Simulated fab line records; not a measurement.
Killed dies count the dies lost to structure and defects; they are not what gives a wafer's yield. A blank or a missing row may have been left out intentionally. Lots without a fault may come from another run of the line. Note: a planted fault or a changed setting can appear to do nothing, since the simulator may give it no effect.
Which of the tools did it?    flow n5-finfet    9 lots, 27 wafers sampled, at 5 steps of a route of 1938

== WHAT THE GAUGES READ, wafer by wafer ==
N5_BEOL_M4_INSPECT_30: inspects for defects (brightfield). Usual: raw-defect-count at 442, with a standard deviation of 94.
lot   measured      on                 raw-defect-count  flag
L287  day 8 15:23   defect-inspect-02  442 335 424       
L286  day 8 15:41   defect-inspect-02  463 461 429       
L292  day 9 15:32   defect-inspect-02  478 477 462       
L294  day 10 10:40  defect-inspect-02  391 494 367       
L295  day 10 10:54  defect-inspect-01  389 248 306       
L300  day 11 22:58  defect-inspect-01  488 496 358       
L301  day 11 23:25  defect-inspect-01  370 507 267       
L302  day 12 04:35  defect-inspect-01  442 363 461       
L307  day 13 08:05  defect-inspect-02  342 351 454       

N5_BEOL_M4_RC_MEAS_101. Usual: DIBL_N 37.3 mV/V, standard deviation 2.3; DIBL_P 37.4 mV/V, standard deviation 2.9; IOFF_N 0.18 nA/um, standard deviation 0.045; IOFF_P 0.25 nA/um, standard deviation 0.054; ION_N 679 uA/um, standard deviation 15; ION_P 468 uA/um, standard deviation 9.7; SS_N 71.8 mV/dec, standard deviation 0.62; SS_P 73.6 mV/dec, standard deviation 0.76; VT_N 248 mV, standard deviation 4.1; VT_P -248 mV, standard deviation 3.6.
lot   measured      on         DIBL_N (mV/V)   DIBL_P (mV/V)   IOFF_N (nA/um)  IOFF_P (nA/um)  ION_N (uA/um)  ION_P (uA/um)  SS_N (mV/dec)   SS_P (mV/dec)   VT_N (mV)    VT_P (mV)       flag
L287  day 8 21:13   prober-01  37.0 32.8 34.7  38.6 32.4 35.2  0.17 0.09 0.12  0.24 0.14 0.18  697 651 666    480 450 459    71.6 71.4 71.6  72.8 71.4 72.1  247 259 253  -249 -254 -249  
L286  day 8 21:56   prober-02  33.6 32.9 37.0  32.9 33.4 36.0  0.12 0.12 0.18  0.20 0.20 0.24  655 667 675    456 469 464    71.0 70.7 71.3  73.3 72.9 73.5  252 255 247  -247 -248 -249  
L292  day 10 00:09  prober-02  40.4 38.3 38.9  39.5 36.6 38.0  0.25 0.18 0.20  0.31 0.26 0.27  708 667 701    483 464 481    72.6 71.1 72.2  74.4 73.6 73.5  242 246 245  -243 -245 -245  
L294  day 10 19:53  prober-01  36.9 32.6 36.2  38.9 32.7 38.4  0.18 0.11 0.19  0.25 0.16 0.25  673 675 692    462 461 472    72.5 70.8 72.3  73.3 72.4 73.1  247 258 246  -249 -254 -246  
L295  day 10 20:28  prober-02  38.0 37.5 39.2  39.3 38.2 40.2  0.22 0.17 0.25  0.24 0.21 0.26  696 675 702    471 455 467    71.9 72.6 71.9  73.7 73.8 73.8  245 248 242  -251 -253 -247  
L300  day 12 05:07  prober-02  33.5 32.0 35.5  34.4 33.1 35.0  0.14 0.13 0.16  0.20 0.19 0.21  669 679 652    463 468 450    70.6 70.6 71.8  73.1 72.6 73.5  251 249 251  -249 -250 -253  
L301  day 12 06:49  prober-01  38.4 36.5 37.4  39.6 37.6 38.9  0.22 0.18 0.21  0.29 0.25 0.28  672 695 703    459 473 474    73.0 71.3 71.7  74.3 74.1 74.2  248 248 245  -246 -246 -244  
L302  day 12 10:14  prober-01  38.1 39.1 36.4  38.7 39.5 35.6  0.18 0.20 0.16  0.23 0.24 0.19  679 674 685    459 458 465    72.0 71.9 71.9  73.5 73.8 73.0  246 246 249  -250 -250 -252  
L307  day 13 13:46  prober-02  38.2 37.2 34.7  36.8 36.0 33.0  0.19 0.18 0.13  0.30 0.26 0.21  680 681 675    476 468 472    71.5 71.3 71.0  73.7 73.0 72.6  246 246 251  -242 -246 -248  

== TOOL THAT RAN EACH LOT (tool first, then ch and the chambers of the sampled wafers, then the start) ==
lot   N5_BEOL_M4_STRIP_19                 N5_BEOL_M4_ALD_98                  N5_BEOL_M4_VIA_ETCH_34
L287  rie-diel-04 ch 0,1,3, day 8 14:54   ald-sin-01 ch 1,2,3, day 8 15:49   rie-diel-04 ch 0,1,3, day 8 16:56
L286  rie-diel-04 ch 0,1,3, day 8 15:06   ald-sin-01 ch 1,2,3, day 8 15:55   rie-diel-06 ch 1,2,3, day 8 17:02
L292  rie-diel-02 ch 1,2, day 9 15:04     ald-sin-02 ch 1,3, day 9 15:42     rie-diel-04 ch 1,2, day 9 17:43
L294  rie-diel-06 ch 0,1,3, day 10 10:03  ald-sin-01 ch 0,1, day 10 10:49    rie-diel-02 ch 0,1,2, day 10 14:51
L295  rie-diel-02 ch 0,3, day 10 10:25    ald-sin-01 ch 1,2, day 10 11:04    rie-diel-06 ch 1,3, day 10 15:50
L300  rie-diel-06 ch 0,2,3, day 11 22:22  ald-sin-02 ch 0,1,2, day 11 23:08  rie-diel-06 ch 0,2,3, day 11 23:26
L301  rie-diel-06 ch 0,2,3, day 11 22:57  ald-sin-01 ch 0,1,2, day 12 00:00  rie-diel-02 ch 1,3, day 12 02:08
L302  rie-diel-02 ch 1,2,3, day 12 03:59  ald-sin-02 ch 0,2,3, day 12 04:52  rie-diel-06 ch 0,2,3, day 12 05:47
L307  rie-diel-06 ch 0,1,3, day 13 07:37  ald-sin-01 ch 0,2, day 13 08:20    rie-diel-04 ch 2,3, day 13 09:00
- N5_BEOL_M4_STRIP_19: strips in O2.
- N5_BEOL_M4_ALD_98: deposits SiO2, target thk 2.5 nm, pulse time 1 s, co reactant pulse time 1 s.
- N5_BEOL_M4_VIA_ETCH_34: etches the open film in C4F6/O2, target depth 69.4 nm, time 65.9 s.

== WHAT THE TOOLS THEMSELVES READ (means of the sampled wafers that have a number; where no wafer has one, the mark that the record gives instead) ==
N5_BEOL_M4_STRIP_19. Usual: chamber-pressure-mTorr 30.001 mTorr, standard deviation 0.03; drypump-motor-current-A 5.6 A, standard deviation 0.39; oes-product-au 0.78 a.u., standard deviation 0.077; rf-vpp-V 3.7 V, standard deviation 0.49; showerhead-plenum-p-Torr 2.06 Torr, standard deviation 0.067; throttle-valve-pct 16.71 %, standard deviation 0.18.
lot   tool         chamber-pressure-mTorr (mTorr)  drypump-motor-current-A (A)  oes-product-au (a.u.)  rf-vpp-V (V)  showerhead-plenum-p-Torr (Torr)  throttle-valve-pct (%)  flag
L287  rie-diel-04  30.011                          5.6                          0.76                   3.6           2.07                             16.83                   
L286  rie-diel-04  30.002                          5.6                          0.76                   4.2           2.07                             16.83                   
L292  rie-diel-02  29.962                          5.1                          0.72                   3.6           2.11                             16.66                   
L294  rie-diel-06  30.032                          5.8                          0.88                   3.9           2.03                             16.54                   
L295  rie-diel-02  29.992                          5.4                          0.79                   3.7           2.07                             16.71                   
L300  rie-diel-06  29.973                          5.6                          0.82                   3.5           2.05                             16.65                   
L301  rie-diel-06  29.998                          5.6                          0.82                   3.7           2.05                             16.64                   
L302  rie-diel-02  29.982                          5.2                          0.74                   4.5           2.05                             16.69                   
L307  rie-diel-06  29.999                          5.8                          0.85                   3.7           2.02                             16.58                   

N5_BEOL_M4_ALD_98. Usual: chamber-pressure-Torr 2.000 Torr, standard deviation 0.0047; heater-power-w 81 W, standard deviation 5.7; precursor-pulse-height-rel 1.003, standard deviation 0.019.
lot   tool        chamber-pressure-Torr (Torr)  heater-power-w (W)  precursor-pulse-height-rel  flag
L287  ald-sin-01  1.996                         84                  0.997                       
L286  ald-sin-01  2.000                         84                  1.014                       
L292  ald-sin-02  1.998                         80                  1.000                       
L294  ald-sin-01  1.996                         91                  1.007                       
L295  ald-sin-01  2.000                         89                  0.998                       
L300  ald-sin-02  -                             -                   -                           OFF
L301  ald-sin-01  -                             -                   -                           OFF
L302  ald-sin-02  -                             -                   -                           OFF
L307  ald-sin-01  1.993                         80                  1.009                       

N5_BEOL_M4_VIA_ETCH_34. Usual: chamber-pressure-mTorr 15.001 mTorr, standard deviation 0.013; drypump-motor-current-A 5.5 A, standard deviation 0.4; oes-product-au 0.78 a.u., standard deviation 0.083; rf-vpp-V 661 V, standard deviation 22; showerhead-plenum-p-Torr 2.79 Torr, standard deviation 0.066; throttle-valve-pct 30.8 %, standard deviation 0.36.
lot   tool         chamber-pressure-mTorr (mTorr)  drypump-motor-current-A (A)  oes-product-au (a.u.)  rf-vpp-V (V)  showerhead-plenum-p-Torr (Torr)  throttle-valve-pct (%)  flag
L287  rie-diel-04  15.011                          5.6                          0.75                   652           2.82                             31.0                    
L286  rie-diel-06  15.008                          5.7                          0.84                   684           2.79                             30.9                    
L292  rie-diel-04  14.988                          5.4                          0.73                   647           2.77                             31.1                    
L294  rie-diel-02  15.003                          5.4                          0.71                   661           2.83                             30.3                    
L295  rie-diel-06  14.997                          6.0                          0.85                   691           2.76                             30.8                    
L300  rie-diel-06  15.011                          5.6                          0.82                   654           2.79                             30.9                    
L301  rie-diel-02  15.003                          5.5                          0.73                   651           2.70                             30.5                    
L302  rie-diel-06  15.006                          5.6                          0.81                   655           2.79                             30.9                    
L307  rie-diel-04  15.005                          5.7                          0.72                   649           2.78                             31.0                    

== THE ANSWER, worked out from the rows above alone ==
Rule: take the mean of a lot's wafers that have a number; if it is more than 3 standard deviations from the usual mean, the lot is off. A lot without any number at a reading at which 4 lots or more have one is off too. The other lots that the step has rows for count as sound. Order of review: gauges by route order, followed by the tools' own readings, for which a lot's mean as printed above is used. The first step at which some lot is off is used, and at that step the reading that is off furthest; a lot without a number counts as furthest.
Off, at N5_BEOL_M4_ALD_98 on chamber-pressure-Torr: L300, L301, L302. Without a number there: L300, L301, L302.
A tool fits if, at that step or a process step before it, it ran every lot that is off, and no sound lot after the first of them. Not one of the candidates tried fits.

== WHAT THE SIMULATOR HAD INSERTED ==
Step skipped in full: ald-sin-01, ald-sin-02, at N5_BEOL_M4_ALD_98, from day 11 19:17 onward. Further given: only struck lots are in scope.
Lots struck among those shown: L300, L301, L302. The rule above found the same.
